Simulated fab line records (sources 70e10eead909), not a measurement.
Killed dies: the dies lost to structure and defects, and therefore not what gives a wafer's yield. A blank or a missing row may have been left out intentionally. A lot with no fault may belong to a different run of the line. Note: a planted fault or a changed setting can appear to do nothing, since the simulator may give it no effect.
A struck lot beside a sound one + flow nand harc + 15 out of 1302 route steps
Sound: the wafers L324.1, L324.4, L324.6. Struck: wafer L322.4. (L322.3 of the same lot was not struck and is left out.) The cause comes at the end.
For every step that has rows: the tool of each side, followed by ch and its chambers, followed by its first start. Under that, the readings that differ: sound wafers + struck wafers + difference of the means + sigmas: that difference in standard deviations of wafers without a fault.
alike: readings whose means differ by less than 2 such deviations, and words and numbers that are the same on both sides. not compared: withheld readings, readings that some wafer has no value for, bounds like >300 that may hide the same value, and numbers for which the record gives no deviation and whose values overlap.
Wherever a step has rows on one side only, a row that says differs or no value, or a row with sigmas, the two part there. When numbers do not overlap yet have no deviation, they are printed without sigmas and do not part them. A reading missing from all wafers of one side parts the sides only when that side holds two or more wafers.

NHARC_A_ONON_D2_THK_MEAS_08: measures by ellipsometry.
  sound on film metro-02 at day 21 10:01; struck on film metro-02 at day 19 16:59
  alike: thk nm
then, 1 step without rows for these wafers: NHARC_A_ONON_D2_DEP_09 (target thk 1000 nm).
NHARC_A_ONON_D2_THK_MEAS_11: measures by ellipsometry.
  sound on film metro-01 at day 21 10:35; struck on film metro-01 at day 19 17:32
  alike: thk nm
then, 1 step without rows for these wafers: NHARC_A_ONON_D2_DEP_12 (target thk 1000 nm).
NHARC_A_ONON_D2_THK_MEAS_14: measures by ellipsometry.
  sound on film metro-02 at day 21 11:09; struck on film metro-01 at day 19 18:07
  alike: thk nm
then, 2 steps without rows for these wafers: NHARC_A_ONON_D2_ANNEAL_15 (time 3600 s); NHARC_A_ONON_D2_DEP_16 (target thk 1000 nm).
NHARC_A_ONON_D2_THK_MEAS_18: measures by ellipsometry.
  sound on film metro-02 at day 21 19:17; struck on film metro-01 at day 20 01:46
  alike: thk nm
then, 1 step without rows for these wafers: NHARC_A_ONON_D2_DEP_19 (target thk 1000 nm).
NHARC_A_ONON_D2_THK_MEAS_21: measures by ellipsometry.
  sound on film metro-01 at day 21 19:55; struck on film metro-01 at day 20 02:20
| reading     | sound       | struck | difference | sigmas |
|-------------|-------------|--------|------------|--------|
| thk nm (nm) | 991 992 990 | 1017   | +26        | +2     |
then, 1 step without rows for these wafers: NHARC_A_ONON_D2_DEP_22 (target thk 1000 nm).
NHARC_A_ONON_D2_THK_MEAS_24: measures by ellipsometry.
  sound on film metro-01 at day 21 20:28; struck on film metro-02 at day 20 02:54
  alike: thk nm
NHARC_A_ONON_D2_DEP_25: target thk 1000 nm.
  sound on pecvd onon-03 ch 0, day 21 20:31; struck on pecvd onon-04 ch 0, day 20 03:04
  alike: sih4 flow sccm, susceptor temp C
NHARC_A_ONON_D2_THK_MEAS_27: measures by ellipsometry.
  sound on film metro-02 at day 21 21:02; struck on film metro-01 at day 20 03:28
| reading     | sound       | struck | difference | sigmas |
|-------------|-------------|--------|------------|--------|
| thk nm (nm) | 992 990 991 | 653    | -338       | -43    |
then, 1 step without rows for these wafers: NHARC_A_ONON_D2_DEP_28 (target thk 1000 nm).

WHERE THEY PART
First at NHARC_A_ONON_D2_THK_MEAS_21; last, within this record, at NHARC_A_ONON_D2_THK_MEAS_27.

WHY: the cause the simulator had injected
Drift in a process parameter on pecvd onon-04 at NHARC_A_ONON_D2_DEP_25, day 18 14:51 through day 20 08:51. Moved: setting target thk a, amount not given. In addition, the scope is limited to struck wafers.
